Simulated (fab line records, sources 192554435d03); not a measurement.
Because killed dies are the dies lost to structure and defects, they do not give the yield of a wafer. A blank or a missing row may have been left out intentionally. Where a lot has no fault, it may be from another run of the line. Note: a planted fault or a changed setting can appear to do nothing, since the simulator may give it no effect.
Which of the tools did it? | flow n5-finfet | 7 lots, 19 wafers sampled, at 5 steps of a route of 1938

== WHAT EACH GAUGE READ, for each wafer ==
N5_BEOL_M4_RC_MEAS_101.
lot  | measured     | on        | DIBL_N (mV/V)
L181 | day 8 01:37  | prober-01 | 37.5 36.0
L183 | day 8 18:49  | prober-02 | 34.2 36.3 33.9
L186 | day 9 12:30  | prober-01 | 36.7 35.7 34.9
L187 | day 9 17:04  | prober-02 | 38.5 37.1 36.1
L188 | day 10 03:58 | prober-01 | 37.1 34.3 34.3
L199 | day 13 09:56 | prober-01 | 34.8 36.2
L202 | day 13 15:26 | prober-02 | 34.6 35.0 37.1

== TOOL THAT RAN EACH LOT (tool first, then ch and the chambers of the sampled wafers, then the start) ==
lot  | N5_BEOL_M0_ETCH_128                | N5_BEOL_M0_PRE_CLEAN_113     | N5_BEOL_M0_CVD_115              | N5_BEOL_M0_ANNEAL_135
L181 | rie-diel-04 ch 0,1, day 5 23:32    | pvd-sputter-01, day 6 00:34  | cvd-co-02 ch 0,2, day 6 00:58   | pvd-sputter-03, day 6 01:23
L183 | rie-diel-03 ch 0,2,3, day 6 15:38  | pvd-sputter-01, day 6 16:32  | cvd-co-01 ch 0,1,2, day 6 17:02 | pvd-sputter-02, day 6 17:43
L186 | rie-diel-06 ch 0,1,2, day 7 14:49  | pvd-sputter-03, day 7 15:46  | cvd-co-01 ch 0,2, day 7 16:06   | pvd-sputter-03, day 7 16:34
L187 | rie-diel-03 ch 0,1,3, day 7 18:22  | pvd-sputter-01, day 7 19:40  | cvd-co-02 ch 0,1,2, day 7 20:25 | pvd-sputter-01, day 7 21:02
L188 | rie-diel-03 ch 1,2, day 8 01:06    | pvd-sputter-02, day 8 01:46  | cvd-co-02 ch 1,2, day 8 02:20   | pvd-sputter-02, day 8 03:12
L199 | rie-diel-06 ch 1,3, day 11 00:38   | pvd-sputter-02, day 11 01:19 | cvd-co-01 ch 0,2, day 11 03:11  | pvd-sputter-01, day 11 05:05
L202 | rie-diel-03 ch 0,2,3, day 11 12:21 | pvd-sputter-01, day 11 14:39 | cvd-co-02 ch 1,2, day 11 15:23  | pvd-sputter-01, day 11 15:49
- N5_BEOL_M0_ETCH_128: etches SiCN in CF4/N2, target depth 12 nm, overetch 5.1 nm, time 21.4 s.
- N5_BEOL_M0_PRE_CLEAN_113: time 30 s.
- N5_BEOL_M0_CVD_115: deposits Co from CCTBA/H2, time 120 s.
- N5_BEOL_M0_ANNEAL_135: time 60 s.

== THE ANSWER, worked out from the rows above alone ==
Rule: what is usual is taken from the lots themselves. The widest of any qualifying gaps counts: lots, ordered by their means at a reading, are off when they make up no more than a third of the lots, leave a main group of 4 or more, and stand apart from it by 3 or more times the standard deviation of that group's means. Not used: any main group whose means are identical at the precision the tables above print for the reading. A lot without any number at a reading at which 4 lots or more have one is off too. Where the step has rows for the other lots, those lots are counted as sound.
No lot is off at any reading shown: from this, nothing can be told.

== WHAT THE SIMULATOR HAD PUT IN ==
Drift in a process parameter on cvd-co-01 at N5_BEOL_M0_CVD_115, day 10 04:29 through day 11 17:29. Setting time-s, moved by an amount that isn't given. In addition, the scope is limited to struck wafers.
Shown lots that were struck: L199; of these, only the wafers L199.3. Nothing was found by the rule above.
